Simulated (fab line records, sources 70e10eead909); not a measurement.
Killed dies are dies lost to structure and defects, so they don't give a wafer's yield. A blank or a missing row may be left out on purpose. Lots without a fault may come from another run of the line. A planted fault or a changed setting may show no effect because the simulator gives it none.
Chamber matching | flow nand_harc | NHARC_A_STAIRCASE_CMP_152 on cmp-01: 4 sister chambers
The step polishes. 7 wafers are shown with their chamber, then 7 later ones without.

WAFERS WITH THEIR CHAMBER
wafer  | chamber | motor_current_A (A) | edge_zone_pressure_frac
L706.2 | 1       | 13.4                | 1.005
L706.3 | 2       | 9.1                 | 1.005
L705.1 | 1       | 12.4                | 0.997
L705.3 | 0       | 12.9                | 0.998
L705.5 | 3       | 11.7                | 0.994
L709.1 | 3       | 12.3                | 1.000
L709.2 | 0       | 13.2                | 1.006

WAFERS WITHOUT THEIR CHAMBER
wafer  | motor_current_A (A) | edge_zone_pressure_frac
L709.4 | 13.1                | 0.993
L710.1 | 12.7                | 1.000
L710.2 | 11.9                | 0.998
L710.4 | 14.2                | 0.998
L716.1 | 9.7                 | 0.998
L716.2 | 12.3                | 1.001
L716.5 | 13.4                | 1.003

WHICH CHAMBER EACH WENT THROUGH
wafer  | from the rows above          | in truth
L709.4 | can't be placed: 1 or 0 or 3 | 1
L710.1 | can't be placed: 1 or 0 or 3 | 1
L710.2 | can't be placed: 3 or 1      | 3
L710.4 | can't be placed: 0 or 1      | 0
L716.1 | 2                            | 2
L716.2 | can't be placed: 3 or 1 or 0 | 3
L716.5 | can't be placed: 0 or 1      | 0
Placed correctly: 1 of 7. Can't be placed from these rows: 6 (the true chamber is among the candidates in 6). Placed wrongly: 0.
How it was worked out, from the rows above alone: a wafer's distance from a chamber is the root of the sum, over the readings, of the square of ((its reading less the chamber's mean) divided by the reading's scatter). The wafer belongs to the nearest chamber; if the next one is less than 2 further off, it can't be placed. A chamber's mean is the mean of its shown wafers. The scatter: the root of (the sum of the squares of (reading less its chamber's mean) over the shown wafers, divided by (wafers less chambers)).
